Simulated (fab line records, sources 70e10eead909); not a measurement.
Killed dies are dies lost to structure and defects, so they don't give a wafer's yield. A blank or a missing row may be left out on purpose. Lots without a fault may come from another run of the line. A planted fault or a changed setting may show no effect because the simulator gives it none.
Chamber matching | flow nand_harc | NHARC_A_SGD_CUT_DEP_00 on pecvd-01: 3 sister chambers
The step deposits SiNx, target thk 50 nm. 3 wafers are shown with their chamber, then 7 later ones without.

WAFERS WITH THEIR CHAMBER
wafer  | chamber | heater_power_w (W)
L084.3 | 2       | 759
L085.1 | 1       | 760
L085.3 | 0       | 683

WAFERS WITHOUT THEIR CHAMBER
wafer  | heater_power_w (W)
L085.4 | 713
L086.3 | 756
L086.4 | 751
L086.6 | 784
L089.3 | 693
L089.5 | 822
L089.6 | 731

WHICH CHAMBER EACH WENT THROUGH
wafer  | from the rows above          | in truth
L085.4 | can't be placed: 0 or 2 or 1 | 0
L086.3 | can't be placed: 2 or 1      | 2
L086.4 | can't be placed: 2 or 1      | 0
L086.6 | can't be placed: 1 or 2      | 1
L089.3 | can't be placed: 0 or 2 or 1 | 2
L089.5 | can't be placed: 1 or 2      | 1
L089.6 | can't be placed: 2 or 1 or 0 | 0
Placed correctly: 0 of 7. Can't be placed from these rows: 7 (the true chamber is among the candidates in 6). Placed wrongly: 0.
How it was worked out, from the rows above alone: a wafer's distance from a chamber is the root of the sum, over the readings, of the square of ((its reading less the chamber's mean) divided by the reading's scatter). The wafer belongs to the nearest chamber; if the next one is less than 2 further off, it can't be placed. A chamber's mean is the mean of its shown wafers. The scatter: with one shown wafer a chamber, the root of the mean of the squares of how far each hidden wafer lies from its nearest shown one.
